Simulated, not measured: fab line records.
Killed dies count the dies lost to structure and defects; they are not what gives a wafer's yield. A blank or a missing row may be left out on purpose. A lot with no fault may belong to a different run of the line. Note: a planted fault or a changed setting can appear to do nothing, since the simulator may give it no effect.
Matching of chambers	flow n5 finfet	N5_BEOL_M10_DEP_56 on pecvd-01: 3 sister chambers
The step deposits SiCN from 3MS/NH3, target thk 15 nm, time 26.5 s. 3 wafers are shown with their chamber, then 11 later ones without.

== EACH WAFER AND ITS CHAMBER ==
wafer	chamber	showerhead plenum p Torr (Torr)
L082.6	2	3.663
L088.5	0	3.684
L090.1	1	3.667

== WAFERS WHOSE CHAMBER IS MISSING ==
wafer	showerhead plenum p Torr (Torr)
L090.2	3.665
L090.3	3.686
L095.1	3.669
L095.4	3.670
L095.6	3.680
L096.1	3.663
L096.4	3.667
L096.6	3.658
L097.2	3.668
L097.5	3.668
L097.6	3.682

== WHICH CHAMBER EACH WENT THROUGH ==
wafer	from the rows above	in truth
L090.2	can't be placed: 1 or 2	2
L090.3	0	0
L095.1	can't be placed: 1 or 2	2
L095.4	can't be placed: 1 or 2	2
L095.6	0	0
L096.1	can't be placed: 2 or 1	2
L096.4	can't be placed: 1 or 2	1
L096.6	can't be placed: 2 or 1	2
L097.2	can't be placed: 1 or 2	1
L097.5	can't be placed: 1 or 2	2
L097.6	0	0
3 of 11 placed correctly. Can't be placed from these rows: 8 (the true chamber is among the candidates in 8). Number placed wrongly: 0.
How it was worked out, from the rows above alone: a wafer's distance from a chamber is the root of the sum, over the readings, of the square of ((its reading less the chamber's mean) divided by the reading's scatter). The wafer belongs to the nearest chamber; if the next one is less than 2 further off, it can't be placed. The mean given for a chamber averages the wafers shown for that chamber. The scatter (one wafer shown for each chamber): square how far every hidden wafer sits from the nearest shown wafer, average those squares and take the square root.
